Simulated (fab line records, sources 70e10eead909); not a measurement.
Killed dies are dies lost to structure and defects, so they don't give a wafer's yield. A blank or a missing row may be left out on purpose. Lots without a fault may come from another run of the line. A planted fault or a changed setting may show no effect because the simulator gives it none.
fab line records | flow nand_harc
record lots=13 wafers=39 last_day=25
route steps=1159 shown A_STAIRCASE@675 END@1159
lots that met no fault: from a run of the same line without faults
start_h: hours from the record's first day to the start of the lot's first wafer shown | wait_h: hours since the lot's step before | " the same as in the row above | L1.1+2: a row that stands for several wafers | - no value, or no start given | * or withheld: withheld | < > ~ a bound
route shown NAME@n: a module of which the file shows steps, and the number in the route of the first | usual: mean/standard deviation of fault-free wafers | same: alike in all rows | chamber/n: place in a boat | sites: the reading at each site | _std_site: their standard deviation | _edge_site: outer sites' mean less inner sites' | radius_mm: how far each site lies from the wafer's centre | mask NAME#n: copy n | behind: the tool/chamber that last shaped the wafer | hold: why the lot was held/for how many hours/how that ended | device: the transistor (n, p or np) that didn't switch | end of line: the same wafers' tests at the end of the route | a step without rows: its recipe alone | killed: dies lost to structure and defects at the first sort, not the wafer's yield | map: a wafer's dies, x killed, . not, _ none there
set.NAME: the setting as run; set.NAME@STEP: as run at that earlier step | model.NAME: the simulator's own value behind a step, which no gauge read
steps of the route over a sample of lots; a table a step, a row a wafer
services: from which hour (start_h, from the record's first day; less than 0 if before it) a tool's chamber was out of use, for how many hours, and why
## steps
# step NHARC_A_STAIRCASE_HM_DEP_462
# recipe target_thk_a=8000 temp_c=400 material=aC
# usual throttle_valve_pct=35.001/0.0086
# columns lot.wafer tool chamber start_h wait_h throttle_valve_pct
L225.1 acl_dep-02 0 255.71 0.7 34.996
L225.3 " 0 " " 34.990
L225.6 " 0 " " 35.006
L226.2 acl_dep-03 0 256.55 1.3 35.005
L226.3 " 0 " " 34.989
L226.6 " 0 " " 35.004
L227.1 acl_dep-01 0 266.06 0.6 35.002
L227.4 " 0 " " 35.005
L227.5 " 0 " " 34.995
L228.1 acl_dep-02 0 266.58 0.1 35.007
L228.5 " 0 267.82 1.3 35.006
L228.6 " 0 " " 35.006
L232.1 acl_dep-03 0 299.20 2.6 34.992
L232.3 " 0 " " 35.009
L232.4 " 0 " " 34.992
L231.2 acl_dep-02 0 300.91 3.8 35.003
L231.4 " 0 " " 34.998
L231.6 " 0 " " 34.998
L233.1 acl_dep-03 0 317.05 2.8 35.018
L233.2 " 0 " " 34.990
L233.4 " 0 " " 34.989
L234.1 acl_dep-03 0 318.92 2.4 35.006
L234.3 " 0 " " 35.006
L234.6 " 0 " " 35.008
L236.3 acl_dep-01 0 324.78 0.7 35.001
L236.4 " 0 " " 34.998
L236.5 " 0 " " 34.991
L237.1 acl_dep-01 0 338.46 0.1 34.997
L237.4 " 0 " " 34.986
L237.6 " 0 " " 35.012
L240.1 acl_dep-03 0 342.38 1.2 35.006
L240.2 " 0 " " 35.002
L240.5 " 0 " " 35.003
L246.1 acl_dep-01 0 381.27 1.3 34.999
L246.2 " 0 " " 35.000
L246.6 " 0 382.79 2.8 34.984
L247.2 acl_dep-01 0 388.58 0.4 35.000
L247.4 " 0 " " 35.002
L247.5 " 0 " " 35.006
# step NHARC_A_STAIRCASE_HM_OPEN_463
# recipe o2_flow_sccm=400 cos_flow_sccm=20 ar_flow_sccm=0 rf_w=500 bias_w=300 chemistry=O2/COS
# usual drypump_motor_current_A=5.9/0.4 oes_product_au=0.999/0.0091 rf_vpp_V=466/3 showerhead_plenum_p_Torr=3.08/0.14 throttle_valve_pct=28.330/0.0089
# columns lot.wafer tool chamber start_h wait_h drypump_motor_current_A oes_product_au rf_hours_counter_h rf_vpp_V showerhead_plenum_p_Torr throttle_valve_pct
L225.3 rie_diel-01 0 - - 5.8 0.996 44 465 3.07 28.328
L225.1 " 1 " " 5.6 0.999 45 463 2.94 28.330
L225.6 " 3 " " 6.0 0.993 - 469 3.14 28.325
L226.3 rie_diel-06 2 - - 6.4 1.010 4 468 3.19 28.339
L226.2 " 3 " " 6.3 1.018 3 463 2.91 28.336
L226.6 " 2 " " 6.4 1.015 - 469 3.19 28.348
L227.4 rie_diel-06 0 - - 5.9 0.992 5 469 3.19 28.333
L227.1 " 1 " " 6.6 1.010 6 470 3.27 28.331
L227.5 " 3 " " 6.3 1.009 - 463 2.91 28.316
L228.1 rie_diel-13 0 - - 5.7 0.980 57 468 3.17 28.353
L228.5 " 1 " " 5.3 0.997 - 463 2.97 28.320
L228.6 " 2 " " 6.5 1.008 - 463 2.89 28.328
L232.4 rie_diel-01 1 - - 5.6 0.983 59 462 2.93 28.328
L232.1 " 2 " " 5.8 0.998 55 463 2.95 28.330
L232.3 " 0 " " 5.8 0.996 57 467 3.07 28.316
L231.2 rie_diel-01 2 - - 5.7 1.011 56 464 2.95 28.319
L231.4 " 3 " " 6.0 0.999 63 467 3.14 28.318
L231.6 " 0 " " 5.8 0.995 - 465 3.07 28.317
L233.2 rie_diel-13 1 - - 5.3 0.993 15 464 2.96 28.327
L233.1 " 3 " " 5.4 0.987 17 463 2.90 28.336
L233.4 " 0 " " 5.6 0.992 14 468 3.16 28.329
L234.1 rie_diel-13 2 - - 6.5 0.996 16 473 3.36 28.343
L234.3 " 0 " " 5.7 1.000 15 467 3.16 28.338
L234.6 " 2 " " 6.6 1.008 - 471 3.36 28.326
L236.3 rie_diel-13 2 - - 6.5 0.996 21 471 3.36 28.324
L236.4 " 3 " " 5.5 1.000 22 462 2.90 28.336
L236.5 " 2 " " 6.5 0.994 - 473 3.36 28.321
L237.1 rie_diel-01 1 - - 5.6 0.993 4 464 2.93 28.329
L237.4 " 2 " " 5.8 0.996 6 464 2.95 28.321
L237.6 " 2 " " 5.8 0.998 - 465 2.95 28.329
L240.1 rie_diel-06 1 - - 6.6 1.012 36 470 3.25 28.340
L240.2 " 0 " " 5.9 1.010 38 469 3.18 28.342
L240.5 " 1 " " 6.6 1.007 - 470 3.25 28.328
L246.1 rie_diel-06 0 - - 5.9 0.994 53 468 3.17 28.333
L246.2 " 2 " " 6.4 0.997 51 468 3.16 28.333
L246.6 " 2 " " 6.4 0.983 - 468 3.16 28.346
L247.2 rie_diel-13 0 - - 5.6 1.008 42 468 3.15 28.333
L247.4 " 2 " " 6.5 1.000 45 473 3.35 28.341
L247.5 " 3 " " 5.4 0.989 - 462 2.89 28.341
# step NHARC_A_STAIRCASE_DEP_325
# recipe target_thk_a=38000 temp_c=400 target_thk_nm=3800 teos_flow_sccm=200 rf_w=500 material=SiO2
# usual heater_power_w=627/120 mfc_precursor_sccm=199.9/0.64
# columns lot.wafer tool chamber start_h wait_h heater_power_w mfc_precursor_sccm
L226.2 pecvd-02 0 290.23 0.1 781 199.2
L226.3 " 2 " " 533 199.8
L226.6 " 0 " " 638 198.7
L225.1 pecvd-01 1 290.33 0.2 514 200.3
L225.3 " 2 " " 839 199.7
L225.6 " 1 " " 457 200.1
L227.1 pecvd-01 1 302.29 0.1 561 199.7
L227.4 " 1 " " 463 199.4
L227.5 " 0 " " 606 199.7
L228.1 pecvd-02 2 302.49 0.3 610 198.9
L228.6 " 0 " " 646 199.3
L228.5 " 1 " " 636 199.5
L231.2 pecvd-04 0 340.32 0.1 579 199.8
L231.4 " 1 " " 782 200.7
L231.6 " 2 " " 493 200.2
L232.1 pecvd-01 0 340.68 0.5 662 200.1
L232.3 " 1 " " 472 199.1
L232.4 " 2 " " 702 200.2
L234.3 pecvd-02 2 357.98 0.2 541 199.9
L234.1 " 0 " " 776 200.9
L234.6 " 0 " " 635 201.3
L233.2 pecvd-04 2 358.09 0.3 594 200.3
L233.1 " 0 " " 587 198.6
L233.4 " 1 " " 775 200.8
L236.3 pecvd-01 1 358.64 0.8 511 200.1
L236.5 " 2 " " 697 198.9
L236.4 " 0 " " 609 199.7
L240.2 pecvd-01 0 379.26 0.7 741 210.6
L240.1 " 1 " " 523 199.5
L240.5 " 2 " " 679 199.6
L237.1 pecvd-01 0 379.84 1.3 661 209.8
L237.4 " 2 " " 682 200.1
L237.6 " 0 " " 594 210.3
L246.1 pecvd-04 1 419.13 0.1 838 199.6
L246.2 " 2 " " 597 200.3
L246.6 " 0 " " 455 200.3
L247.2 pecvd-02 0 419.60 0.5 718 201.3
L247.4 " 1 " " 631 199.4
L247.5 " 2 " " 483 199.5
# step NHARC_A_STAIRCASE_ETCH_444
# recipe target_depth_a=1.02e+05 time_s=3400 c4f8_flow_sccm=20 o2_flow_sccm=10 ar_flow_sccm=withheld rf_w=600 bias_w=1000 chemistry=C4F8/O2
# usual oes_product_au=0.927/0.013 rf_vpp_V=806/5.2
# same time_s=3400
# columns lot.wafer tool chamber start_h wait_h oes_product_au rf_hours_counter_h rf_vpp_V
L226.3 rie_diel-01 1 298.98 0.1 0.924 58 801
L226.2 " 3 " " 0.915 61 809
L226.6 " 2 " " 0.926 - 801
L225.3 rie_diel-13 2 299.31 0.1 0.943 8 816
L225.1 " 0 " " 0.943 6 808
L225.6 " 2 " " 0.933 - 817
L228.1 rie_diel-13 3 310.40 0.4 0.935 12 799
L228.6 " 3 " " 0.928 - 799
L228.5 " 0 " " 0.933 - 808
L227.1 rie_diel-01 2 310.66 0.5 0.925 57 800
L227.4 " 0 " " 0.931 - 805
L227.5 " 2 " " 0.922 - 800
L232.3 rie_diel-01 2 349.95 0.3 0.924 8 801
L232.1 " 3 " " 0.932 8 808
L232.4 " 0 " " 0.946 8 806
L231.2 rie_diel-06 2 350.14 0.3 0.907 37 809
L231.4 " 3 " " 0.932 38 797
L231.6 " 2 " " 0.913 - 806
L233.2 rie_diel-01 3 365.91 0.2 0.928 14 806
L233.4 " 0 " " 0.936 14 805
L233.1 " 2 " " 0.938 14 800
L234.1 rie_diel-01 3 367.59 1.7 0.919 16 807
L234.3 " 0 " " 0.926 16 804
L234.6 " 2 " " 0.927 - 800
L236.3 rie_diel-06 1 368.02 2.2 0.926 46 812
L236.4 " 0 " " 0.914 - 809
L236.5 " 1 " " 0.932 - 810
L240.1 rie_diel-06 3 389.41 0.3 0.931 43 797
L240.2 " 1 " " 0.921 54 812
L240.5 " 3 " " 0.930 - 798
L237.1 rie_diel-01 3 389.60 0.2 0.921 25 807
L237.4 " 0 " " 0.931 25 803
L237.6 " 0 " " 0.920 - 804
L246.1 rie_diel-06 0 428.20 0.1 0.944 1 809
L246.2 " 2 " " 0.948 1 807
L246.6 " 1 " " 0.959 - 812
L247.4 rie_diel-01 3 428.30 0.3 0.922 39 807
L247.2 " 1 " " 0.925 38 799
L247.5 " 2 " " 0.929 - 799
# step NHARC_END_SORT_01
# recipe temp_c=25
# usual killed_at_array=26/11 killed_at_other=0.4/0.78 killed_at_periphery=3.4/2.4 killed_dies=29/11 killed_open=3.1/1.9 killed_short=1.9/1.4
# same gross_dies=677
# columns lot.wafer tool chamber start_h wait_h killed_at_array killed_at_other killed_at_periphery killed_dies killed_open killed_short
L226.2 prober-02 0 513.97 2.8 33 0 4 37 3 1
L226.3 prober-02 0 514.79 3.1 38 0 3 41 3 3
L226.6 prober-02 0 517.23 4.1 32 0 6 38 6 3
L225.1 prober-02 0 521.01 2.5 27 0 3 30 4 2
L225.3 prober-02 0 522.61 3.1 17 0 2 19 3 2
L225.6 prober-02 0 525.00 4.0 27 0 2 29 4 3
L227.1 prober-01 0 521.05 2.5 23 1 2 26 2 4
L227.4 prober-01 0 523.43 3.4 35 0 2 37 1 3
L227.5 prober-01 0 524.22 3.7 31 0 2 33 4 2
L228.1 prober-01 0 528.76 2.5 16 0 5 21 2 7
L228.5 prober-01 0 531.97 3.7 14 0 3 17 2 3
L228.6 prober-01 0 532.77 4.0 17 0 4 21 8 1
L232.1 prober-02 0 536.69 2.5 28 0 2 30 3 3
L232.3 prober-02 0 538.32 3.1 39 0 0 39 5 1
L232.4 prober-02 0 539.13 3.4 18 0 1 19 1 0
L236.3 prober-01 0 538.20 3.1 37 0 0 37 4 2
L236.4 prober-01 0 539.00 3.4 16 1 7 24 3 1
L236.5 prober-01 0 539.81 3.7 31 0 1 32 3 3
L231.2 prober-02 0 545.40 2.8 12 1 2 15 1 0
L231.4 prober-02 0 547.01 3.4 21 0 2 23 3 2
L231.6 prober-02 0 548.63 4.0 14 0 1 15 1 1
L233.1 prober-02 0 552.42 2.5 43 0 1 44 6 0
L233.2 prober-02 0 553.21 2.8 26 0 2 28 2 1
L233.4 prober-02 0 554.79 3.4 45 1 11 57 3 2
L234.1 prober-02 0 560.14 2.5 16 0 1 17 2 4
L234.3 prober-02 0 561.75 3.1 14 0 3 17 4 1
L234.6 prober-02 0 564.15 4.0 13 1 3 17 2 0
L240.1 prober-01 0 567.79 2.5 26 0 3 29 1 3
L240.2 prober-01 0 568.58 2.8 30 0 2 32 3 1
L240.5 prober-01 0 570.94 3.7 24 0 4 28 2 5
L237.1 prober-02 0 567.97 2.5 22 0 1 23 3 4
L237.4 prober-02 0 570.40 3.4 25 1 7 33 6 0
L237.6 prober-02 0 572.03 4.1 18 1 7 26 8 1
L247.2 prober-01 0 599.84 2.8 17 0 3 20 3 3
L247.4 prober-01 0 601.43 3.4 17 0 1 18 3 2
L247.5 prober-01 0 602.22 3.7 19 1 3 23 3 2
L246.1 prober-02 0 602.70 2.5 35 0 1 36 3 5
L246.2 prober-02 0 603.50 2.8 51 2 3 56 2 2
L246.6 prober-02 0 606.68 4.0 26 1 0 27 1 3
# killed by level:class
L226.2 A_SLIT:chamber_film_flake=15 A_CHANNEL_HOLE_D1:chamber_film_flake=11 A_STAIRCASE:chamber_film_flake=2 P_GATE:geometric_particle:open=1 A_WL_FILL:geometric_particle:short=1 A_CONTACT:geometric_particle:open=1 A_M0:geometric_particle:open=1 P_STI:chamber_film_flake=1
L226.3 A_CHANNEL_HOLE_D1:chamber_film_flake=15 A_SLIT:chamber_film_flake=13 A_WL_FILL:geometric_particle:short=2 A_CONTACT:geometric_particle:open=2 A_ZERO_WELL:chamber_film_flake=2 A_CONTACT:chamber_film_flake=2 P_M0:geometric_particle:short=1 P_M2:geometric_particle:open=1
L226.6 A_CHANNEL_HOLE_D1:chamber_film_flake=11 A_SLIT:chamber_film_flake=8 A_STAIRCASE:chamber_film_flake=4 P_CONTACT:geometric_particle:open=2 A_M1:geometric_particle:open=2 P_CONTACT:geometric_particle:short=1 A_CHANNEL_FILL_D1:geometric_particle:open=1 A_WL_FILL:geometric_particle:short=1
L225.1 A_SLIT:chamber_film_flake=12 A_SGD_CUT:chamber_film_flake=3 A_ONON_D1:geometric_particle:open=2 P_ZERO_WELL:chamber_film_flake=2 A_STAIRCASE:chamber_film_flake=2 A_SGD_CUT:geometric_particle:short=1 A_CONTACT:geometric_particle:open=1 A_BLC:geometric_particle:open=1
L227.1 A_CHANNEL_HOLE_D1:chamber_film_flake=9 A_STAIRCASE:chamber_film_flake=6 A_SLIT:chamber_film_flake=3 A_CONTACT:chamber_film_flake=2 P_CONTACT:geometric_particle:short=1 P_BONDPAD:geometric_particle:short=1 A_CONTACT:geometric_particle:short=1 A_CONTACT:geometric_particle:open=1
L225.3 A_SLIT:chamber_film_flake=4 A_CHANNEL_HOLE_D1:chamber_film_flake=3 A_SGD_CUT:chamber_film_flake=3 A_STAIRCASE:chamber_film_flake=2 P_CONTACT:geometric_particle:short=1 A_CHANNEL_FILL_D1:geometric_particle:open=1 A_CONTACT:geometric_particle:open=1 A_BLC:geometric_particle:open=1
L227.4 A_CHANNEL_HOLE_D1:chamber_film_flake=21 A_SLIT:chamber_film_flake=5 A_STAIRCASE:chamber_film_flake=4 A_CONTACT:chamber_film_flake=2 P_CONTACT:geometric_particle:short=1 P_M0:geometric_particle:open=1 A_ONON_D1:geometric_particle:short=1 A_CHANNEL_FILL_D1:geometric_particle:short=1
L227.5 A_SLIT:chamber_film_flake=11 A_CHANNEL_HOLE_D1:chamber_film_flake=10 A_STAIRCASE:chamber_film_flake=3 A_CONTACT:geometric_particle:open=2 A_CONTACT:chamber_film_flake=2 P_CONTACT:geometric_particle:short=1 P_M2:geometric_particle:open=1 A_WL_FILL:geometric_particle:open=1
L225.6 A_STAIRCASE:chamber_film_flake=6 A_CHANNEL_HOLE_D1:chamber_film_flake=5 A_SGD_CUT:chamber_film_flake=3 A_SLIT:chamber_film_flake=3 A_CONTACT:chamber_film_flake=3 A_CHANNEL_FILL_D1:geometric_particle:short=2 A_CONTACT:geometric_particle:open=2 P_GATE:geometric_particle:open=1
L228.1 A_WL_FILL:chamber_film_flake=5 P_STI:chamber_film_flake=3 A_CHANNEL_HOLE_D1:geometric_particle:short=2 A_CONTACT:geometric_particle:open=2 P_M0:geometric_particle:short=1 A_ONON_D1:geometric_particle:short=1 A_CHANNEL_FILL_D1:geometric_particle:short=1 A_WL_FILL:geometric_particle:short=1
L228.5 A_CHANNEL_HOLE_D1:chamber_film_flake=3 A_WL_FILL:chamber_film_flake=3 A_BLC:chamber_film_flake=2 P_CONTACT:geometric_particle:short=1 A_ONON_D1:geometric_particle:open=1 A_CHANNEL_FILL_D1:geometric_particle:short=1 A_WL_FILL:geometric_particle:short=1 A_CONTACT:geometric_particle:open=1
L228.6 A_CHANNEL_HOLE_D1:chamber_film_flake=3 A_WL_FILL:chamber_film_flake=3 A_CONTACT:geometric_particle:open=2 P_CONTACT:geometric_particle:open=1 P_M0:geometric_particle:open=1 A_SOURCE_PLATE:geometric_particle:open=1 A_ONON_D1:geometric_particle:open=1 A_CHANNEL_HOLE_D1:geometric_particle:open=1
L232.1 A_CHANNEL_HOLE_D1:chamber_film_flake=14 A_SLIT:chamber_film_flake=5 A_STAIRCASE:chamber_film_flake=3 P_CONTACT:geometric_particle:open=1 P_CONTACT:geometric_particle:short=1 A_CHANNEL_FILL_D1:geometric_particle:short=1 A_CONTACT:geometric_particle:open=1 A_M0:geometric_particle:short=1
L236.3 A_SLIT:chamber_film_flake=19 A_CONTACT:chamber_film_flake=8 A_CHANNEL_HOLE_D1:chamber_film_flake=3 A_CONTACT:geometric_particle:open=2 A_SOURCE_PLATE:geometric_particle:open=1 A_CHANNEL_FILL_D1:geometric_particle:open=1 A_SGD_CUT:geometric_particle:short=1 A_M1:geometric_particle:short=1
L232.3 A_CHANNEL_HOLE_D1:chamber_film_flake=19 A_SLIT:chamber_film_flake=9 A_WL_FILL:chamber_film_flake=3 A_STAIRCASE:chamber_film_flake=2 A_CHANNEL_HOLE_D1:geometric_particle:open=1 A_WL_FILL:geometric_particle:open=1 A_WL_FILL:geometric_particle:short=1 A_CONTACT:geometric_particle:open=1
L236.4 A_CHANNEL_HOLE_D1:chamber_film_flake=4 A_SLIT:chamber_film_flake=4 A_CONTACT:chamber_film_flake=4 P_GATE:chamber_film_flake=3 A_CHANNEL_HOLE_D1:geometric_particle:open=2 P_STI:chamber_film_flake=2 P_M0:geometric_particle:short=1 A_M0:geometric_particle:open=1
L232.4 A_CHANNEL_HOLE_D1:chamber_film_flake=7 A_STAIRCASE:chamber_film_flake=4 A_WL_FILL:chamber_film_flake=3 A_SLIT:chamber_film_flake=3 A_SGD_CUT:geometric_particle:open=1 P_ZERO_WELL:chamber_film_flake=1
L236.5 A_SLIT:chamber_film_flake=10 A_CONTACT:chamber_film_flake=10 A_CHANNEL_HOLE_D1:chamber_film_flake=4 A_CONTACT:geometric_particle:open=2 A_CHANNEL_HOLE_D1:geometric_particle:short=1 A_WL_FILL:geometric_particle:open=1 A_WL_FILL:geometric_particle:short=1 A_M1:geometric_particle:short=1
L231.2 A_STAIRCASE:chamber_film_flake=7 A_CONTACT:chamber_film_flake=3 P_STI:chamber_film_flake=2 A_CONTACT:geometric_particle:open=1 A_CHANNEL_HOLE_D1:chamber_film_flake=1 THIN_TSV:chamber_film_flake=1
L231.4 A_STAIRCASE:chamber_film_flake=7 A_CHANNEL_HOLE_D1:chamber_film_flake=4 A_CONTACT:chamber_film_flake=3 P_STI:chamber_film_flake=2 A_ONON_D1:geometric_particle:open=1 A_CHANNEL_FILL_D1:geometric_particle:open=1 A_SGD_CUT:geometric_particle:short=1 A_CONTACT:geometric_particle:short=1
L231.6 A_STAIRCASE:chamber_film_flake=5 A_CHANNEL_HOLE_D1:chamber_film_flake=4 A_CONTACT:chamber_film_flake=3 A_CHANNEL_FILL_D1:geometric_particle:short=1 A_CONTACT:geometric_particle:open=1 P_ZERO_WELL:chamber_film_flake=1
L233.1 A_CHANNEL_HOLE_D1:chamber_film_flake=22 A_SLIT:chamber_film_flake=9 A_STAIRCASE:chamber_film_flake=5 A_CONTACT:geometric_particle:open=3 A_CONTACT:chamber_film_flake=2 P_CONTACT:geometric_particle:open=1 A_CHANNEL_FILL_D1:geometric_particle:open=1 A_M0:geometric_particle:open=1
L233.2 A_CHANNEL_HOLE_D1:chamber_film_flake=14 A_SLIT:chamber_film_flake=4 A_CONTACT:chamber_film_flake=3 A_STAIRCASE:chamber_film_flake=2 P_CONTACT:geometric_particle:open=1 A_CHANNEL_FILL_D1:geometric_particle:short=1 A_SGD_CUT:geometric_particle:open=1 P_ZERO_WELL:chamber_film_flake=1
L233.4 A_CHANNEL_HOLE_D1:chamber_film_flake=20 A_SLIT:chamber_film_flake=15 P_ZERO_WELL:chamber_film_flake=6 A_STAIRCASE:chamber_film_flake=4 A_CONTACT:chamber_film_flake=3 P_GATE:chamber_film_flake=2 P_GATE:geometric_particle:short=1 P_CONTACT:geometric_particle:open=1
L234.1 A_CONTACT:chamber_film_flake=5 A_CHANNEL_HOLE_D1:chamber_film_flake=2 A_WL_FILL:chamber_film_flake=2 P_M1:geometric_particle:short=1 A_ONON_D1:geometric_particle:short=1 A_CHANNEL_HOLE_D1:geometric_particle:open=1 A_CHANNEL_FILL_D1:geometric_particle:short=1 A_M0:geometric_particle:short=1
L234.3 A_CHANNEL_HOLE_D1:chamber_film_flake=4 A_STAIRCASE:chamber_film_flake=2 A_WL_FILL:chamber_film_flake=2 A_CONTACT:chamber_film_flake=2 P_CONTACT:geometric_particle:open=1 A_CHANNEL_HOLE_D1:geometric_particle:short=1 A_SGD_CUT:geometric_particle:open=1 A_CONTACT:geometric_particle:open=1
L234.6 A_CONTACT:chamber_film_flake=4 P_ZERO_WELL:chamber_film_flake=3 A_CHANNEL_HOLE_D1:chamber_film_flake=2 A_STAIRCASE:chamber_film_flake=2 A_SOURCE_PLATE:geometric_particle:open=1 A_CONTACT:geometric_particle:open=1 A_SGD_CUT:chamber_film_flake=1 A_SLIT:chamber_film_flake=1
L240.1 A_CHANNEL_HOLE_D1:chamber_film_flake=8 A_SLIT:chamber_film_flake=6 A_CONTACT:chamber_film_flake=4 A_ZERO_WELL:chamber_film_flake=2 A_WL_FILL:chamber_film_flake=2 P_M0:geometric_particle:open=1 P_M0:geometric_particle:short=1 A_SOURCE_PLATE:geometric_particle:short=1
L237.1 A_STAIRCASE:chamber_film_flake=6 A_CHANNEL_HOLE_D1:chamber_film_flake=4 A_WL_FILL:chamber_film_flake=3 A_SOURCE_PLATE:geometric_particle:open=1 A_ONON_D1:geometric_particle:short=1 A_CHANNEL_HOLE_D1:geometric_particle:short=1 A_CHANNEL_FILL_D1:geometric_particle:short=1 A_STAIRCASE:geometric_particle:short=1
L240.2 A_SLIT:chamber_film_flake=18 A_CHANNEL_HOLE_D1:chamber_film_flake=3 A_ZERO_WELL:chamber_film_flake=2 A_CHANNEL_FILL_D1:geometric_particle:open=1 A_WL_FILL:geometric_particle:short=1 A_CONTACT:geometric_particle:open=1 A_M1:geometric_particle:open=1 P_STI:chamber_film_flake=1
L237.4 A_STAIRCASE:chamber_film_flake=12 P_ZERO_WELL:chamber_film_flake=3 A_CHANNEL_HOLE_D1:chamber_film_flake=3 A_CONTACT:chamber_film_flake=3 A_CONTACT:geometric_particle:open=2 P_GATE:chamber_film_flake=2 A_WL_FILL:chamber_film_flake=2 P_CONTACT:geometric_particle:open=1
L240.5 A_SLIT:chamber_film_flake=8 A_CHANNEL_HOLE_D1:chamber_film_flake=5 A_CHANNEL_FILL_D1:geometric_particle:short=2 A_STAIRCASE:chamber_film_flake=2 A_CONTACT:chamber_film_flake=2 P_GATE:geometric_particle:open=1 P_M1:geometric_particle:short=1 A_ONON_D1:geometric_particle:short=1
L237.6 A_STAIRCASE:chamber_film_flake=7 A_CONTACT:geometric_particle:open=4 P_GATE:chamber_film_flake=2 P_M1:chamber_film_flake=2 A_CHANNEL_HOLE_D1:chamber_film_flake=2 A_CONTACT:chamber_film_flake=2 P_STI:geometric_particle:open=1 P_CONTACT:geometric_particle:open=1
L247.2 A_CHANNEL_HOLE_D1:chamber_film_flake=4 A_CONTACT:chamber_film_flake=3 A_M1:chamber_film_flake=3 A_CONTACT:geometric_particle:open=2 P_GATE:chamber_film_flake=2 P_M0:geometric_particle:short=1 A_CONTACT:geometric_particle:short=1 A_M0:geometric_particle:open=1
L247.4 A_CHANNEL_HOLE_D1:chamber_film_flake=9 A_STAIRCASE:chamber_film_flake=2 A_M1:chamber_film_flake=2 P_STI:geometric_particle:short=1 A_SGD_CUT:geometric_particle:open=1 A_WL_FILL:geometric_particle:open=1 A_WL_FILL:geometric_particle:short=1 A_CONTACT:geometric_particle:open=1
L247.5 A_CHANNEL_HOLE_D1:chamber_film_flake=7 A_STAIRCASE:chamber_film_flake=3 A_CONTACT:chamber_film_flake=3 A_M1:chamber_film_flake=3 P_CONTACT:geometric_particle:short=1 P_M0:geometric_particle:open=1 A_SGD_CUT:geometric_particle:short=1 A_SLIT:geometric_particle:open=1
L246.1 A_CHANNEL_HOLE_D1:chamber_film_flake=13 A_SLIT:chamber_film_flake=8 A_WL_FILL:geometric_particle:short=3 A_WL_FILL:chamber_film_flake=2 A_CONTACT:chamber_film_flake=2 A_M1:chamber_film_flake=2 P_M1:geometric_particle:short=1 A_CHANNEL_HOLE_D1:geometric_particle:open=1
L246.2 A_CHANNEL_HOLE_D1:chamber_film_flake=23 A_SLIT:chamber_film_flake=18 A_CONTACT:chamber_film_flake=3 A_ZERO_WELL:chamber_film_flake=2 THIN_TSV:chamber_film_flake=2 P_CONTACT:geometric_particle:open=1 P_M0:geometric_particle:open=1 A_CHANNEL_HOLE_D1:geometric_particle:short=1
L246.6 A_CHANNEL_HOLE_D1:chamber_film_flake=11 A_CONTACT:chamber_film_flake=6 A_SLIT:chamber_film_flake=2 A_CHANNEL_FILL_D1:geometric_particle:short=1 A_WL_FILL:geometric_particle:short=1 A_CONTACT:geometric_particle:short=1 A_BLC:geometric_particle:open=1 A_STAIRCASE:chamber_film_flake=1
## services
# columns tool chamber start_h hours kind
pecvd-01 - 237.35 13.0 pm
rie_diel-06 - 241.27 9.0 pm
rie_diel-01 0 244.88 - clean
rie_diel-01 1 244.88 - clean
rie_diel-01 1 255.60 2.0 repair
rie_diel-01 0 260.84 5.2 repair
pecvd-02 - 266.83 0.2 repair
rie_diel-13 - 276.08 9.0 pm
acl_dep-01 - 293.83 13.0 pm
rie_diel-06 - 296.99 3.5 repair
pecvd-02 - 303.58 1.6 repair
rie_diel-01 1 308.71 14.6 repair
rie_diel-13 2 309.80 3.9 repair
pecvd-01 0 311.79 5.6 repair
rie_diel-01 - 315.40 9.0 pm
rie_diel-01 1 333.90 6.0 repair
pecvd-02 - 334.28 13.0 pm
acl_dep-02 - 350.55 13.0 pm
rie_diel-06 3 359.28 27.0 repair
pecvd-04 - 376.00 13.0 pm
pecvd-01 2 404.77 5.3 repair
acl_dep-03 - 405.69 13.0 pm
rie_diel-06 - 418.27 9.0 pm
pecvd-01 - 418.35 13.0 pm
## key
first_sign step=NHARC_A_STAIRCASE_DEP_325 reading=mfc_precursor_sccm direction=up sigmas=16 usual=199.9 struck=210.2
effect none on later readings
met_at NHARC_A_STAIRCASE_DEP_325
struck_lots L237,L240
struck_wafers L237.1,L237.6,L240.2
tester_left_out L237,L240
not_acting_at NHARC_A_STAIRCASE_HM_DEP_462,NHARC_A_STAIRCASE_HM_OPEN_463,NHARC_A_STAIRCASE_ETCH_444
onset_between 358.64 379.26
fault kind=process_parameter_drift tool=pecvd-01 chamber=0 onset_h=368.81 steps=NHARC_A_STAIRCASE_DEP_325 channel=teos_flow_sccm offset=* shape=step end_h=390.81 acts_in=* stated=*
# tester_left_out: of these lots the tester's yield and bins aren't shown, on N5 and GAA mostly nor the transistor test; their killed dies are dies lost to structure and defects alone, not to doping, threshold or leakage, so they don't give the yield
